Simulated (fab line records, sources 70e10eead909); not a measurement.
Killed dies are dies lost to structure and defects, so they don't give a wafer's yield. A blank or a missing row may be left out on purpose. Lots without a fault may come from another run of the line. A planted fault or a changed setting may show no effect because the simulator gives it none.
Chamber matching | flow nand_harc | NHARC_P_M2_ETCH_35 on rie_diel-09: 4 sister chambers
The step etches the open film in N2/H2, target depth 40 nm, overetch 12 nm, time 43.94 s. 8 wafers are shown with their chamber, then 7 later ones without.

WAFERS WITH THEIR CHAMBER
wafer  | chamber | rf_vpp_V (V) | oes_product_au (a.u.)
L131.1 | 2       | 427.9        | 0.990
L131.3 | 1       | 431.9        | 1.003
L134.4 | 2       | 427.7        | 0.995
L134.6 | 0       | 427.1        | 0.969
L133.4 | 0       | 427.1        | 0.979
L133.5 | 3       | 433.1        | 1.003
L135.1 | 3       | 433.0        | 1.008
L135.3 | 1       | 433.1        | 0.994

WAFERS WITHOUT THEIR CHAMBER
wafer  | rf_vpp_V (V) | oes_product_au (a.u.)
L135.5 | 426.9        | 1.004
L136.1 | 426.7        | 1.005
L136.2 | 432.8        | 1.004
L136.6 | 432.9        | 1.006
L138.3 | 431.2        | 0.995
L138.5 | 431.2        | 0.997
L138.6 | 426.5        | 0.994

WHICH CHAMBER EACH WENT THROUGH
wafer  | from the rows above     | in truth
L135.5 | 2                       | 2
L136.1 | 2                       | 2
L136.2 | can't be placed: 3 or 1 | 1
L136.6 | can't be placed: 3 or 1 | 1
L138.3 | can't be placed: 1 or 3 | 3
L138.5 | can't be placed: 1 or 3 | 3
L138.6 | can't be placed: 2 or 0 | 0
Placed correctly: 2 of 7. Can't be placed from these rows: 5 (the true chamber is among the candidates in 5). Placed wrongly: 0.
How it was worked out, from the rows above alone: a wafer's distance from a chamber is the root of the sum, over the readings, of the square of ((its reading less the chamber's mean) divided by the reading's scatter). The wafer belongs to the nearest chamber; if the next one is less than 2 further off, it can't be placed. A chamber's mean is the mean of its shown wafers. The scatter: the root of (the sum of the squares of (reading less its chamber's mean) over the shown wafers, divided by (wafers less chambers)).
